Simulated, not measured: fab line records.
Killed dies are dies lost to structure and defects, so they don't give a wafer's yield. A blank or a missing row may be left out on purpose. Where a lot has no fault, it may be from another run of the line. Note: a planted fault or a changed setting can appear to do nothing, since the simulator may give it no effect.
Which of the tools did it? + flow nand-harc + 24 lots with 72 wafers sampled at 2 steps, on a route of 1159 steps

== WHAT EACH GAUGE READ, for each wafer ==
NHARC_A_SOURCE_PLATE_THK_MEAS_06: measures by ellipsometry.
| lot  | measured     | on            | thk-nm (nm)       |
|------|--------------|---------------|-------------------|
| L074 | day 7 07:26  | film-metro-01 | 201.6 200.1 200.8 |
| L075 | day 7 21:42  | film-metro-02 | 200.5 200.3 199.2 |
| L077 | day 8 04:01  | film-metro-02 | 201.5 201.7 199.4 |
| L078 | day 8 04:02  | film-metro-01 | 200.8 199.6 198.4 |
| L076 | day 8 04:01  | film-metro-02 | 196.3 197.6 198.3 |
| L079 | day 9 03:54  | film-metro-02 | 199.6 202.7 203.2 |
| L080 | day 9 03:53  | film-metro-01 | 200.3 200.7 196.5 |
| L082 | day 9 10:30  | film-metro-02 | 203.1 201.9 202.0 |
| L081 | day 9 10:30  | film-metro-01 | 200.0 197.8 200.4 |
| L083 | day 9 14:09  | film-metro-02 | 203.2 201.2 201.2 |
| L084 | day 9 23:07  | film-metro-02 | 199.7 199.5 198.1 |
| L085 | day 10 15:58 | film-metro-01 | 197.3 199.9 197.3 |
| L087 | day 10 15:58 | film-metro-01 | 196.6 198.9 197.6 |
| L086 | day 10 15:58 | film-metro-02 | 198.1 200.4 200.4 |
| L088 | day 11 07:34 | film-metro-02 | 199.4 202.7 201.6 |
| L089 | day 11 07:34 | film-metro-01 | 199.9 200.1 200.5 |
| L090 | day 11 14:30 | film-metro-02 | 202.5 204.3 202.9 |
| L091 | day 11 23:37 | film-metro-01 | 199.4 201.5 200.0 |
| L092 | day 11 23:38 | film-metro-02 | 202.5 201.4 200.4 |
| L093 | day 12 03:08 | film-metro-02 | 193.9 197.9 197.4 |
| L094 | day 12 03:08 | film-metro-01 | 206.2 205.3 204.5 |
| L095 | day 12 14:26 | film-metro-01 | 201.8 201.0 201.2 |
| L096 | day 12 14:26 | film-metro-02 | 202.0 201.5 201.4 |
| L097 | day 13 08:16 | film-metro-01 | 203.1 201.3 202.4 |

== EACH LOT AND THE TOOL THAT RAN IT (in order: tool; ch and the chambers of the sampled wafers; start) ==
| lot  | NHARC_A_ZERO_WELL_ETCH_13        |
|------|----------------------------------|
| L074 | rie-si-02 ch 0,1,2, day 6 12:35  |
| L075 | rie-si-01 ch 0,2, day 6 23:52    |
| L077 | rie-si-04 ch 0,2,3, day 7 06:35  |
| L078 | rie-si-02 ch 1,2,3, day 7 07:26  |
| L076 | rie-si-01 ch 0,3, day 7 07:49    |
| L079 | rie-si-04 ch 0,1,2, day 8 03:47  |
| L080 | rie-si-01 ch 1,3, day 8 04:14    |
| L082 | rie-si-04 ch 0,2, day 8 11:23    |
| L081 | rie-si-01 ch 2,3, day 8 13:37    |
| L083 | rie-si-02 ch 1,2,3, day 8 16:31  |
| L084 | rie-si-01 ch 0,1,2, day 8 23:57  |
| L085 | rie-si-04 ch 2,3, day 9 17:38    |
| L087 | rie-si-01 ch 1,2,3, day 9 18:24  |
| L086 | rie-si-02 ch 0,2,3, day 9 18:32  |
| L088 | rie-si-02 ch 0,2,3, day 10 10:28 |
| L089 | rie-si-04 ch 1,2,3, day 10 10:55 |
| L090 | rie-si-04 ch 1,2, day 10 17:07   |
| L091 | rie-si-02 ch 0,2,3, day 11 01:37 |
| L092 | rie-si-04 ch 1,2,3, day 11 02:20 |
| L093 | rie-si-02 ch 0,1,2, day 11 05:14 |
| L094 | rie-si-01 ch 0,2,3, day 11 05:56 |
| L095 | rie-si-01 ch 0,1,3, day 11 16:36 |
| L096 | rie-si-02 ch 1,2,3, day 11 17:50 |
| L097 | rie-si-04 ch 0,1,3, day 12 09:39 |
- NHARC_A_ZERO_WELL_ETCH_13: etches the open film in HBr/Cl2, target depth 120 nm, time 40.1 s.

== AS READ BY THE TOOLS THEMSELVES (means over the sampled wafers that have a number; for cases with no such wafer, the mark the record gives instead) ==
NHARC_A_ZERO_WELL_ETCH_13.
| lot  | tool      | drypump-motor-current-A (A) | oes-product-au (a.u.) | throttle-valve-pct (%) |
|------|-----------|-----------------------------|-----------------------|------------------------|
| L074 | rie-si-02 | 5.9                         | 1.008                 | 26.406                 |
| L075 | rie-si-01 | 5.5                         | 1.006                 | 26.410                 |
| L077 | rie-si-04 | 6.0                         | 1.012                 | 26.402                 |
| L078 | rie-si-02 | 5.6                         | 1.009                 | 26.407                 |
| L076 | rie-si-01 | 5.7                         | 1.001                 | 26.408                 |
| L079 | rie-si-04 | 6.3                         | 1.004                 | 26.400                 |
| L080 | rie-si-01 | 6.2                         | 1.006                 | 26.416                 |
| L082 | rie-si-04 | 6.3                         | 1.002                 | 26.408                 |
| L081 | rie-si-01 | 5.7                         | 1.016                 | 26.402                 |
| L083 | rie-si-02 | 5.6                         | 0.997                 | 26.414                 |
| L084 | rie-si-01 | 5.8                         | 1.008                 | 26.408                 |
| L085 | rie-si-04 | 6.2                         | 1.000                 | 26.414                 |
| L087 | rie-si-01 | 6.0                         | 1.000                 | 26.405                 |
| L086 | rie-si-02 | 5.7                         | 0.998                 | 26.407                 |
| L088 | rie-si-02 | 5.7                         | 1.014                 | 26.402                 |
| L089 | rie-si-04 | 6.0                         | 1.002                 | 26.401                 |
| L090 | rie-si-04 | 6.3                         | 0.997                 | 26.393                 |
| L091 | rie-si-02 | 5.7                         | 1.005                 | 26.396                 |
| L092 | rie-si-04 | 6.0                         | 1.007                 | 26.414                 |
| L093 | rie-si-02 | 6.0                         | 1.006                 | 26.416                 |
| L094 | rie-si-01 | 5.6                         | 1.017                 | 26.409                 |
| L095 | rie-si-01 | 5.9                         | 1.004                 | 26.409                 |
| L096 | rie-si-02 | 5.6                         | 1.014                 | 26.399                 |
| L097 | rie-si-04 | 5.9                         | 1.001                 | 26.405                 |

== THE ANSWER, worked out from the rows above alone ==
Rule: usual is defined by the lots themselves. The widest of any qualifying gaps counts: lots, ordered by their means at a reading, are off when they make up no more than a third of the lots, leave a main group of 4 or more, and stand apart from it by 3 or more times the standard deviation of that group's means. A main group whose means are all the same, to the digits that the tables above print for the reading, isn't used. Also off: a lot with no number at a reading for which 4 or more lots have one. The other lots that the step has rows for count as sound. First the gauges in route order, then the tools' own readings, where a lot's mean is used as printed above. The first step at which some lot is off is used, and at that step the reading that is off furthest; a lot without a number counts as furthest.
Nothing can be told from this: no lot is off at any reading shown.

== WHAT THE SIMULATOR HAD INSERTED ==
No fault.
